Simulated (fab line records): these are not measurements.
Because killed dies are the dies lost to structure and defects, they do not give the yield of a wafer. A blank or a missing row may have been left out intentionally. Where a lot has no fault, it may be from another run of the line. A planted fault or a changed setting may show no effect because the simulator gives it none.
Which tool was responsible? :: flow nand_harc :: 39 wafers from 13 lots sampled at 5 of the route's 1302 steps

== WHAT THE GAUGES READ, wafer by wafer ==
NHARC_THIN_TSV_THK_MEAS_02: measures by ir. Usual: 3083 nm for thk_nm, sd 250.
lot: L625
measured: day 23 13:04
on: film_metro-02
thk_nm (nm): 3487 3201 2983
flag: 

lot: L626
measured: day 23 18:26
on: film_metro-02
thk_nm (nm): 2600 2984 3177
flag: 

lot: L627
measured: day 24 04:55
on: film_metro-01
thk_nm (nm): 3002 2793 2687
flag: 

lot: L628
measured: day 25 10:25
on: film_metro-02
thk_nm (nm): 2813 3136 2919
flag: 

lot: L630
measured: day 25 09:12
on: film_metro-01
thk_nm (nm): 3438 3465 3662
flag: 

lot: L629
measured: day 25 15:46
on: film_metro-02
thk_nm (nm): 3182 3365 3327
flag: 

lot: L632
measured: day 27 05:25
on: film_metro-01
thk_nm (nm): 3148 3229 2755
flag: 

lot: L637
measured: day 28 12:05
on: film_metro-02
thk_nm (nm): 2803 2940 3039
flag: 

lot: L641
measured: day 30 08:40
on: film_metro-01
thk_nm (nm): 2385 3140 3096
flag: 

lot: L643
measured: day 31 03:10
on: film_metro-01
thk_nm (nm): 2789 2934 3051
flag: 

lot: L645
measured: day 32 01:29
on: film_metro-02
thk_nm (nm): 2919 3027 3045
flag: 

lot: L646
measured: day 32 10:54
on: film_metro-02
thk_nm (nm): 3011 3197 2827
flag: 

lot: L647
measured: day 33 01:23
on: film_metro-01
thk_nm (nm): 3154 3024 3286
flag: 

NHARC_END_SORT_01. Usual: defect_limited_yield 91.5 %, standard deviation 2.9; killed_at_array 53, standard deviation 20; killed_at_other 1, standard deviation 1.2; killed_at_periphery 3.7, standard deviation 2.6; killed_dies 58, standard deviation 20; killed_open 3.5, standard deviation 1.8; killed_short 2.4, standard deviation 1.7; sort_bin_2_pct 3.1 %, standard deviation 1.3; sort_bin_3_pct 0.6 %, standard deviation 0.4; sort_bin_4_pct 4.9 %, standard deviation 1.7; sort_n_pass 619, standard deviation 20; sort_rim_yield_pct 92 %, standard deviation 4; sort_yield_pct 91.5 %, standard deviation 2.9.
lot: L632
measured: day 27 22:25
on: prober-01
defect_limited_yield (%): 89.5 91.6 93.5
killed_at_array: 58 49 38
killed_at_other: 1 1 2
killed_at_periphery: 12 7 4
killed_dies: 71 57 44
killed_open: 8 7 4
killed_short: 5 1 3
sort_bin_2_pct (%): 4.0 3.0 2.2
sort_bin_3_pct (%): 1.2 0.4 0.4
sort_bin_4_pct (%): 5.3 5.0 3.8
sort_n_pass: 606 620 633
sort_rim_yield_pct (%): 88 87 90
sort_yield_pct (%): 89.5 91.6 93.5
flag: 

lot: L637
measured: day 29 06:35
on: prober-01
defect_limited_yield (%): 87.9 89.2 85.8
killed_at_array: 77 62 91
killed_at_other: 0 4 0
killed_at_periphery: 5 7 5
killed_dies: 82 73 96
killed_open: 2 1 6
killed_short: 5 5 3
sort_bin_2_pct (%): 5.5 4.7 5.3
sort_bin_3_pct (%): 1.3 0.7 0.9
sort_bin_4_pct (%): 5.3 5.3 8.0
sort_n_pass: 595 604 581
sort_rim_yield_pct (%): 91 89 92
sort_yield_pct (%): 87.9 89.2 85.8
flag: 

lot: L641
measured: day 31 06:31
on: prober-02
defect_limited_yield (%): 92.6 93.9 94.2
killed_at_array: 44 34 35
killed_at_other: 1 1 1
killed_at_periphery: 5 6 3
killed_dies: 50 41 39
killed_open: 3 4 5
killed_short: 3 2 2
sort_bin_2_pct (%): 2.1 3.0 1.9
sort_bin_3_pct (%): 1.2 0.3 0.1
sort_bin_4_pct (%): 4.1 2.8 3.7
sort_n_pass: 627 636 638
sort_rim_yield_pct (%): 89 95 89
sort_yield_pct (%): 92.6 93.9 94.2
flag: 

lot: L646
measured: day 33 05:23
on: prober-02
defect_limited_yield (%): 94.4 94.7 94.8
killed_at_array: 25 32 25
killed_at_other: 6 0 1
killed_at_periphery: 7 4 9
killed_dies: 38 36 35
killed_open: 5 7 3
killed_short: 2 0 5
sort_bin_2_pct (%): 1.6 1.3 1.5
sort_bin_3_pct (%): 0.4 0.4 0.1
sort_bin_4_pct (%): 3.5 3.5 3.5
sort_n_pass: 639 641 642
sort_rim_yield_pct (%): 98 96 94
sort_yield_pct (%): 94.4 94.7 94.8
flag: 

== WHAT TOOL EACH LOT RAN ON (gives the tool, then ch and the chambers of the sampled wafers, and finally the start) ==
lot: L625
NHARC_A_BONDPAD_PVD_17: pvd_sputter-01, day 23 13:04 or earlier
NHARC_THIN_TSV_DEGAS_49: pvd_sputter-01, day 23 16:46
NHARC_THIN_TSV_ECD_20: ecd_cu-01 ch 0,1, day 23 17:19

lot: L626
NHARC_A_BONDPAD_PVD_17: pvd_sputter-01, day 23 18:26 or earlier
NHARC_THIN_TSV_DEGAS_49: pvd_sputter-02, day 23 22:14
NHARC_THIN_TSV_ECD_20: ecd_cu-02 ch 0,1, day 23 22:48

lot: L627
NHARC_A_BONDPAD_PVD_17: pvd_sputter-02, day 24 04:55 or earlier
NHARC_THIN_TSV_DEGAS_49: pvd_sputter-03, day 24 08:52
NHARC_THIN_TSV_ECD_20: ecd_cu-01 ch 0,1, day 24 09:31

lot: L628
NHARC_A_BONDPAD_PVD_17: pvd_sputter-01, day 25 10:25 or earlier
NHARC_THIN_TSV_DEGAS_49: pvd_sputter-03, day 25 14:13
NHARC_THIN_TSV_ECD_20: ecd_cu-01 ch 0,1, day 25 14:47

lot: L630
NHARC_A_BONDPAD_PVD_17: pvd_sputter-03, day 25 09:12 or earlier
NHARC_THIN_TSV_DEGAS_49: pvd_sputter-02, day 25 13:13
NHARC_THIN_TSV_ECD_20: ecd_cu-02 ch 0,1, day 25 13:41

lot: L629
NHARC_A_BONDPAD_PVD_17: pvd_sputter-01, day 25 15:46 or earlier
NHARC_THIN_TSV_DEGAS_49: pvd_sputter-03, day 25 19:35
NHARC_THIN_TSV_ECD_20: ecd_cu-02 ch 0,1, day 25 20:15

lot: L632
NHARC_A_BONDPAD_PVD_17: pvd_sputter-01, day 27 05:25 or earlier
NHARC_THIN_TSV_DEGAS_49: pvd_sputter-01, day 27 09:23
NHARC_THIN_TSV_ECD_20: ecd_cu-02 ch 1, day 27 09:49

lot: L637
NHARC_A_BONDPAD_PVD_17: pvd_sputter-02, day 28 12:05 or earlier
NHARC_THIN_TSV_DEGAS_49: pvd_sputter-01, day 28 15:56
NHARC_THIN_TSV_ECD_20: ecd_cu-01 ch 0,1, day 28 16:35

lot: L641
NHARC_A_BONDPAD_PVD_17: pvd_sputter-02, day 30 08:40 or earlier
NHARC_THIN_TSV_DEGAS_49: pvd_sputter-02, day 30 12:38
NHARC_THIN_TSV_ECD_20: ecd_cu-02 ch 0,1, day 30 13:23

lot: L643
NHARC_A_BONDPAD_PVD_17: pvd_sputter-01, day 31 03:10 or earlier
NHARC_THIN_TSV_DEGAS_49: pvd_sputter-03, day 31 06:58
NHARC_THIN_TSV_ECD_20: ecd_cu-01 ch 0,1, day 31 07:38

lot: L645
NHARC_A_BONDPAD_PVD_17: pvd_sputter-02, day 32 01:29 or earlier
NHARC_THIN_TSV_DEGAS_49: pvd_sputter-02, day 32 05:18
NHARC_THIN_TSV_ECD_20: ecd_cu-01 ch 0,1, day 32 05:46

lot: L646
NHARC_A_BONDPAD_PVD_17: pvd_sputter-01, day 32 10:54 or earlier
NHARC_THIN_TSV_DEGAS_49: pvd_sputter-02, day 32 14:38
NHARC_THIN_TSV_ECD_20: ecd_cu-01 ch 0,1, day 32 15:05

lot: L647
NHARC_A_BONDPAD_PVD_17: pvd_sputter-02, day 33 01:23 or earlier
NHARC_THIN_TSV_DEGAS_49: pvd_sputter-02, day 33 05:17
NHARC_THIN_TSV_ECD_20: ecd_cu-01 ch 0,1, day 33 08:44
- NHARC_A_BONDPAD_PVD_17: deposits TaN, target thk 5 nm, time 8.06 s.
- NHARC_THIN_TSV_DEGAS_49: time 120 s.
- NHARC_THIN_TSV_ECD_20: material Cu, target thk 2000 nm.

== WHAT THE TOOLS THEMSELVES READ (means of the sampled wafers that have a number; where no wafer has one, the mark that the record gives instead) ==
NHARC_A_BONDPAD_PVD_17. Usual: 29.4 % for throttle_valve_pct, sd 0.98.
lot: L625
tool: pvd_sputter-01
throttle_valve_pct (%): 29.0
flag: 

lot: L626
tool: pvd_sputter-01
throttle_valve_pct (%): 29.8
flag: 

lot: L627
tool: pvd_sputter-02
throttle_valve_pct (%): 29.7
flag: 

lot: L628
tool: pvd_sputter-01
throttle_valve_pct (%): 30.0
flag: 

lot: L630
tool: pvd_sputter-03
throttle_valve_pct (%): 28.6
flag: 

lot: L629
tool: pvd_sputter-01
throttle_valve_pct (%): 29.2
flag: 

lot: L632
tool: pvd_sputter-01
throttle_valve_pct (%): 29.2
flag: 

lot: L637
tool: pvd_sputter-02
throttle_valve_pct (%): 29.1
flag: 

lot: L641
tool: pvd_sputter-02
throttle_valve_pct (%): 29.0
flag: 

lot: L643
tool: pvd_sputter-01
throttle_valve_pct (%): 29.9
flag: 

lot: L645
tool: pvd_sputter-02
throttle_valve_pct (%): 28.9
flag: 

lot: L646
tool: pvd_sputter-01
throttle_valve_pct (%): 30.6
flag: 

lot: L647
tool: pvd_sputter-02
throttle_valve_pct (%): 29.0
flag: 

NHARC_THIN_TSV_DEGAS_49. Usual: 461 W for heater_power_w, sd 50.
lot: L625
tool: pvd_sputter-01
heater_power_w (W): 442
flag: 

lot: L626
tool: pvd_sputter-02
heater_power_w (W): 447
flag: 

lot: L627
tool: pvd_sputter-03
heater_power_w (W): 510
flag: 

lot: L628
tool: pvd_sputter-03
heater_power_w (W): 541
flag: 

lot: L630
tool: pvd_sputter-02
heater_power_w (W): 416
flag: 

lot: L629
tool: pvd_sputter-03
heater_power_w (W): 456
flag: 

lot: L632
tool: pvd_sputter-01
heater_power_w (W): 472
flag: 

lot: L637
tool: pvd_sputter-01
heater_power_w (W): 496
flag: 

lot: L641
tool: pvd_sputter-02
heater_power_w (W): 442
flag: 

lot: L643
tool: pvd_sputter-03
heater_power_w (W): 507
flag: 

lot: L645
tool: pvd_sputter-02
heater_power_w (W): 435
flag: 

lot: L646
tool: pvd_sputter-02
heater_power_w (W): 464
flag: 

lot: L647
tool: pvd_sputter-02
heater_power_w (W): 459
flag: 

== THE ANSWER, worked out from the rows above alone ==
Rule: lot off if the mean of its wafers having a number is beyond 3 standard deviations from the usual mean. A lot without any number at a reading at which 4 lots or more have one is off too. Where the step has rows for the other lots, those lots are counted as sound. After the gauges, taken in route order, come the tools' own readings; for these a lot's mean is taken, as printed above. At the first step where some lot is off, the reading lying furthest off is the one used; lots without a number count as furthest.
None of the lots is off at any reading shown; this tells nothing.

== WHAT THE SIMULATOR PUT IN ==
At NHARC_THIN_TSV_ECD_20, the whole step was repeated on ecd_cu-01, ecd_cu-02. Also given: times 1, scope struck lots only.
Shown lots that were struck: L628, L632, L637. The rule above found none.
